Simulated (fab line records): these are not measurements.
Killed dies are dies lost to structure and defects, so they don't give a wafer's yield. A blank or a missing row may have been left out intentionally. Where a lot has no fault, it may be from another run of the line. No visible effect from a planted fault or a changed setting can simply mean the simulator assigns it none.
Which of the tools did it?	flow n5Finfet	45 wafers from 15 lots sampled at 4 of the route's 1938 steps

== WHAT THE GAUGES READ, wafer by wafer ==
N5_DUMMY_GATE_CD_MEAS_50: the cd target is 14 nm. Usual: cdNm 13.9 nm, standard deviation 0.36.
lot	measured	on	cdNm (nm)	flag
L497	day 2 23:57	cdSem-01	13.1 14.5 13.6	
L498	day 3 08:22	cdSem-03	13.6 13.6 14.2	
L499	day 3 11:24	cdSem-01	13.7 13.7 13.9	
L501	day 3 22:26	cdSem-01	14.2 13.7 14.2	
L502	day 4 03:56	cdSem-01	13.8 14.2 14.3	
L505	day 5 00:11	cdSem-02	13.7 13.5 13.5	
L507	day 5 14:58	cdSem-01	- - -	OFF
L508	day 5 17:38	cdSem-02	- - -	OFF
L509	day 5 23:26	cdSem-01	- - -	OFF
L510	day 6 07:23	cdSem-03	14.1 13.9 14.1	
L514	day 7 09:23	cdSem-03	14.1 14.3 13.8	
L517	day 8 03:43	cdSem-03	13.8 13.3 14.2	
L518	day 8 04:13	cdSem-03	13.7 13.5 13.4	
L519	day 8 11:30	cdSem-01	14.0 13.9 13.8	
L520	day 8 15:12	cdSem-01	14.1 14.0 14.2	

== EACH LOT AND THE TOOL THAT RAN IT (in order: tool; ch and the chambers of the sampled wafers; start) ==
lot	N5_STI_FIN_REVEAL_STRIP_24	N5_DUMMY_GATE_PEB_13	N5_DUMMY_GATE_ETCH_37
L497	rieDiel-01 ch 1,2,3, day 2 11:22	lithoTrack-03 ch 0, day 2 23:23	rieDiel-05 ch 0,1,2, day 2 23:43
L498	rieDiel-01 ch 1,2, day 2 18:22	lithoTrack-04 ch 0, day 3 07:47	rieDiel-04 ch 0,1,3, day 3 08:08
L499	rieDiel-06 ch 0,2, day 2 23:10	lithoTrack-03 ch 0, day 3 10:50	rieDiel-04 ch 0,2, day 3 11:10
L501	rieDiel-01 ch 1,3, day 3 09:34	lithoTrack-03 ch 0, day 3 21:26	rieDiel-05 ch 2,3, day 3 22:07
L502	rieDiel-02 ch 0,2,3, day 3 15:53	lithoTrack-02 ch 0, day 4 03:22	rieDiel-04 ch 1,2,3, day 4 03:42
L505	rieDiel-06 ch 0,2, day 4 11:16	lithoTrack-04 ch 0, day 4 23:35	rieDiel-05 ch 1,3, day 4 23:56
L507	rieDiel-01 ch 0,1,2, day 5 00:54	lithoTrack-04, day 5 14:19	rieDiel-03 ch 0,1,2, day 5 14:40
L508	rieDiel-02 ch 0,1,3, day 5 05:29	lithoTrack-03, day 5 17:04	rieDiel-05 ch 0,1,3, day 5 17:24
L509	rieDiel-01 ch 0,1,2, day 5 11:10	lithoTrack-03, day 5 22:37	rieDiel-04 ch 0,1, day 5 23:13
L510	rieDiel-01 ch 0,1,3, day 5 17:32	lithoTrack-04 ch 0, day 6 06:49	rieDiel-04 ch 1,3, day 6 07:09
L514	rieDiel-02 ch 0,1,2, day 6 17:32	lithoTrack-02 ch 0, day 7 08:47	rieDiel-03 ch 0,2, day 7 09:08
L517	rieDiel-01 ch 1,3, day 7 15:29	lithoTrack-04 ch 0, day 8 03:08	rieDiel-04 ch 1,3, day 8 03:29
L518	rieDiel-06 ch 0,1,3, day 7 15:56	lithoTrack-03 ch 0, day 8 03:38	rieDiel-04 ch 0,1,3, day 8 03:59
L519	rieDiel-02 ch 0,1,2, day 7 22:02	lithoTrack-03 ch 0, day 8 10:56	rieDiel-03 ch 0,2, day 8 11:16
L520	rieDiel-01 ch 0,1,2, day 8 03:01	lithoTrack-04 ch 0, day 8 14:34	rieDiel-05 ch 0,3, day 8 14:58
- N5_STI_FIN_REVEAL_STRIP_24: strips in N2/H2, time 90 s.
- N5_DUMMY_GATE_PEB_13: peb time 60 s.
- N5_DUMMY_GATE_ETCH_37: etches SOC in N2/H2, target depth 60 nm, overetch 30 nm.

== WHAT THE TOOLS THEMSELVES READ (means of the sampled wafers that have a number; where no wafer has one, the mark that the record gives instead) ==
N5_STI_FIN_REVEAL_STRIP_24. Usual: chamberPressureMTorr 100.00 mTorr, standard deviation 0.092; drypumpMotorCurrentA 5.6 A, standard deviation 0.5; oesProductAu 0.79 a.u., standard deviation 0.098; rfVppV 45.4 V, standard deviation 0.86; showerheadPlenumPTorr 3.38 Torr, standard deviation 0.11; throttleValvePct 12.28 %, standard deviation 0.29.
lot	tool	chamberPressureMTorr (mTorr)	drypumpMotorCurrentA (A)	oesProductAu (a.u.)	rfVppV (V)	showerheadPlenumPTorr (Torr)	throttleValvePct (%)	flag
L497	rieDiel-01	100.04	5.5	0.72	45.5	3.35	12.47	
L498	rieDiel-01	99.98	5.8	0.73	45.1	3.41	12.46	
L499	rieDiel-06	99.97	5.7	0.88	44.9	3.56	12.09	
L501	rieDiel-01	99.92	5.2	0.73	45.5	3.28	12.54	
L502	rieDiel-02	99.99	5.8	0.68	45.1	3.33	12.53	
L505	rieDiel-06	99.99	5.6	0.80	45.0	3.53	12.39	
L507	rieDiel-01	100.02	5.3	0.73	44.9	3.37	12.42	
L508	rieDiel-02	100.02	6.0	0.82	46.0	3.39	12.16	
L509	rieDiel-01	100.07	5.3	0.73	45.6	3.37	12.43	
L510	rieDiel-01	100.05	5.0	0.80	45.0	3.31	12.23	
L514	rieDiel-02	100.02	5.9	0.89	45.4	3.44	12.02	
L517	rieDiel-01	99.98	5.3	0.84	44.9	3.27	12.16	
L518	rieDiel-06	100.05	5.9	0.89	45.3	3.39	11.97	
L519	rieDiel-02	99.93	5.9	0.86	45.1	3.44	12.04	
L520	rieDiel-01	100.02	5.3	0.81	45.8	3.35	12.27	

N5_DUMMY_GATE_PEB_13. Usual: chillPlateTempC 22.99 C, standard deviation 0.1; exhaustPa 45.1 Pa, standard deviation 0.8.
lot	tool	chillPlateTempC (C)	exhaustPa (Pa)	flag
L497	lithoTrack-03	22.92	45.3	
L498	lithoTrack-04	23.04	45.6	
L499	lithoTrack-03	23.17	44.9	
L501	lithoTrack-03	22.94	45.4	
L502	lithoTrack-02	23.11	44.8	
L505	lithoTrack-04	22.86	45.0	
L507	lithoTrack-04	-	-	OFF
L508	lithoTrack-03	-	-	OFF
L509	lithoTrack-03	-	-	OFF
L510	lithoTrack-04	23.10	44.8	
L514	lithoTrack-02	22.98	44.7	
L517	lithoTrack-04	22.92	45.1	
L518	lithoTrack-03	22.95	45.7	
L519	lithoTrack-03	23.07	45.0	
L520	lithoTrack-04	22.95	45.3	

N5_DUMMY_GATE_ETCH_37. Usual: chamberPressureMTorr 29.996 mTorr, standard deviation 0.029; drypumpMotorCurrentA 5.86 A, standard deviation 0.24; oesProductAu 0.61 a.u., standard deviation 0.049; rfVppV 522.8 V, standard deviation 2.6; showerheadPlenumPTorr 2.51 Torr, standard deviation 0.089; throttleValvePct 17.93 %, standard deviation 0.16.
lot	tool	chamberPressureMTorr (mTorr)	drypumpMotorCurrentA (A)	oesProductAu (a.u.)	rfVppV (V)	showerheadPlenumPTorr (Torr)	throttleValvePct (%)	flag
L497	rieDiel-05	29.998	5.77	0.63	525.3	2.59	17.99	
L498	rieDiel-04	29.988	5.94	0.64	522.0	2.50	17.82	
L499	rieDiel-04	29.983	5.59	0.58	520.6	2.42	17.80	
L501	rieDiel-05	29.961	5.97	0.65	523.5	2.54	17.84	
L502	rieDiel-04	30.002	5.96	0.62	521.9	2.49	17.81	
L505	rieDiel-05	30.002	5.89	0.59	521.6	2.47	17.85	
L507	rieDiel-03	29.982	5.86	0.60	523.4	2.54	18.00	
L508	rieDiel-05	29.994	5.84	0.57	522.3	2.49	17.98	
L509	rieDiel-04	30.011	5.73	0.62	520.8	2.44	17.78	
L510	rieDiel-04	30.002	6.08	0.66	522.3	2.51	17.78	
L514	rieDiel-03	30.012	5.90	0.61	526.2	2.60	17.93	
L517	rieDiel-04	30.003	6.08	0.64	521.9	2.50	17.81	
L518	rieDiel-04	29.986	5.92	0.61	522.1	2.48	17.89	
L519	rieDiel-03	30.005	6.10	0.59	525.3	2.56	18.03	
L520	rieDiel-05	29.967	5.86	0.56	522.3	2.48	18.11	

== THE ANSWER, worked out from the rows above alone ==
Rule: a lot is off if the mean of its wafers that have a number lies more than 3 standard deviations from the usual mean. Also off: a lot with no number at a reading for which 4 or more lots have one. All remaining lots with rows at the step are treated as sound. First the gauges in route order, then the tools' own readings, where a lot's mean is used as printed above. The first step at which some lot is off is used, and at that step the reading that is off furthest; a lot without a number counts as furthest.
Off: L507, L508, L509 (N5_DUMMY_GATE_CD_MEAS_50, cdNm). Without a number there: L507, L508, L509.
If a tool, at a process step before that reading, ran all the lots that are off and no sound lot after the first of them, it fits. Not tried: the gauges at N5_DUMMY_GATE_CD_MEAS_50; whatever is off there is also off at N5_DUMMY_GATE_PEB_13, on other tools, and gauge error can't account for it. Of those tried, none fits.

== WHAT THE SIMULATOR HAD INSERTED ==
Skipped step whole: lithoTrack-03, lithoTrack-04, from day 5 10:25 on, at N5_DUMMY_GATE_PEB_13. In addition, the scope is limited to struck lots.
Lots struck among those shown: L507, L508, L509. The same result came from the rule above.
